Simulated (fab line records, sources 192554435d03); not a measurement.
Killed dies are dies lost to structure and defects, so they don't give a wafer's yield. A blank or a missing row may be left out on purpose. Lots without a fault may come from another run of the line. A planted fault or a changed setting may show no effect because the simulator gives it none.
Problem report in the 8D (eight disciplines) form, filled by code | flow n5_finfet | the parts of the form that need people (team, actions taken, sign-off) are left out

1. THE PROBLEM
run_length_s at N5_BEOL_M11_ETCH_41 reads a mean of 116.7 s on 4 wafers of 2 lots; wafers without a fault read 109.3 s with a standard deviation of 0.4. That is +19 standard deviations from the usual mean.
The step: etches SiCN in CH3F/O2, target depth 42.6 nm, time 86 s.
First seen on wafer L182.1, day 12 09:26, on rie_diel-03. The record holds 18 wafers of 6 lots with a number at this step. Rule for "out", or "out of limits": more than 4 standard deviations from the usual mean. The other wafers with a number count as sound.

2. WHAT IT IS AND WHAT IT IS NOT
question                    | is                             | is not
which readings at this step | run_length_s                   | O2_flow_sccm, drypump_motor_current_A, rf_vpp_V, showerhead_plenum_p_Torr, throttle_valve_pct
which lots                  | L182, L185                     | L177, L192, L193, L198
which wafers of those lots  | L182.1, L182.5, L185.1, L185.5 | L182.4, L185.4
read on which tools         | rie_diel-03                    | rie_diel-02
when                        | from day 12 09:26              | up to then (4 sound wafers); but 10 sound wafers of L185, L192, L193, L198 came after

3. SUSPECTS, AND WHAT RULES EACH OUT
Counting: a tool at a process step up to the reading stays a suspect if it ran every lot that is out. Sound lots after the first of them don't rule it out here, since some wafers of a struck lot are sound.
- rie_diel-03 at N5_BEOL_M11_DESCUM_33 (chemistry O2, time 7.9 s): kept. It ran every lot that is out, first L182 (day 12 09:05).
- rie_diel-03 at N5_BEOL_M11_VIA_ETCH_34 (etches SiCOH lowk in C4F6/O2, target depth 184.5 nm, time 69.2 s): kept. It ran every lot that is out, first L182 (day 12 09:17).
- rie_diel-03 at N5_BEOL_M11_STRIP_36 (strips in N2/H2): kept. It ran every lot that is out, first L182 (day 12 09:21).
- rie_diel-03 at N5_BEOL_M11_TRENCH_ETCH_37 (etches SiCOH lowk in C4F6/O2, target depth 148.83 nm, time 48 s): kept. It ran every lot that is out, first L182 (day 12 09:26). N5_BEOL_M11_TRENCH_ETCH_37 gives no start for some lots, so the hours and the order of its lots are those of N5_BEOL_M11_ETCH_41.
- rie_diel-03 at N5_BEOL_M11_ETCH_41 (etches SiCN in CH3F/O2, target depth 42.6 nm, time 86 s): kept. It ran every lot that is out, first L182 (day 12 09:26). Its own readings are out on those wafers: run_length_s.
Left after counting: rie_diel-03 at N5_BEOL_M11_DESCUM_33, rie_diel-03 at N5_BEOL_M11_VIA_ETCH_34, rie_diel-03 at N5_BEOL_M11_STRIP_36, rie_diel-03 at N5_BEOL_M11_TRENCH_ETCH_37, rie_diel-03 at N5_BEOL_M11_ETCH_41.

4. THE CAUSE (what the simulator had put in)
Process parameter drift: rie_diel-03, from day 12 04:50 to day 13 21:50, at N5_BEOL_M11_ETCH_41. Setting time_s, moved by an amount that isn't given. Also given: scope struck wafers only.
Counting left 5 suspects, and this tool is among them.

5. THE CHAIN OF EFFECTS, in route order
Each row: a reading whose mean over the struck wafers that have a number lies more than 3 standard deviations from the usual. Only readings for which the record gives a usual standard deviation are gone through. hours: the time from each lot's start at the first step in this table that gives one to its start at this step, as a median over the lots. sigmas: the change in usual standard deviations.
hours | step                | reading      | usual   | on struck wafers | change | sigmas
0     | N5_BEOL_M11_ETCH_41 | run_length_s | 109.3 s | 116.7            | +7.4   | +19
The process steps in it:
- N5_BEOL_M11_ETCH_41: etches SiCN in CH3F/O2, target depth 42.6 nm, time 86 s.

6. WHAT WOULD HAVE CAUGHT IT SOONER
In this record the first reading out of limits was taken at day 12 09:26, 5 hours after the fault began at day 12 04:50.
